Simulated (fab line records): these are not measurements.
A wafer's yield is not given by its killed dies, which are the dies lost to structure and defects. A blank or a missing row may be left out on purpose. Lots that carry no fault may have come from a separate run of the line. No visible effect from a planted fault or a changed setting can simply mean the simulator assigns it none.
Matching of chambers | flow n5Finfet | N5_BEOL_M4_VIA_ETCH_34 on rieDiel-02: 4 sister chambers
The step etches the open film in C4F6/O2, target depth 69.4 nm, time 65.9 s. 4 wafers are shown with their chamber, then 7 later ones without.

== WAFERS PAIRED WITH THEIR CHAMBERS ==
wafer  | chamber | drypumpMotorCurrentA (A)
L084.5 | 2       | 5.9
L084.6 | 3       | 5.4
L088.2 | 1       | 4.9
L088.5 | 0       | 5.7

== WAFERS WITHOUT THEIR CHAMBER ==
wafer  | drypumpMotorCurrentA (A)
L088.6 | 4.9
L090.2 | 5.7
L090.3 | 5.4
L090.4 | 5.9
L089.3 | 5.6
L089.4 | 5.4
L089.5 | 5.9

== WHICH CHAMBER EACH WENT THROUGH ==
wafer  | from the rows above | in truth
L088.6 | 1                   | 1
L090.2 | 0                   | 0
L090.3 | 3                   | 3
L090.4 | 2                   | 2
L089.3 | 0                   | 0
L089.4 | 3                   | 3
L089.5 | 2                   | 2
7 of 7 placed correctly. Not placeable from these rows: 0. Number placed wrongly: 0.
How it was worked out, from the rows above alone: a wafer's distance from a chamber is the root of the sum, over the readings, of the square of ((its reading less the chamber's mean) divided by the reading's scatter). If the next closest chamber is less than 2 further off than the closest, the wafer can't be placed; otherwise it belongs to the closest. Each chamber's mean is taken over the wafers shown for it. The scatter (one wafer shown for each chamber): square how far every hidden wafer sits from the nearest shown wafer, average those squares and take the square root.
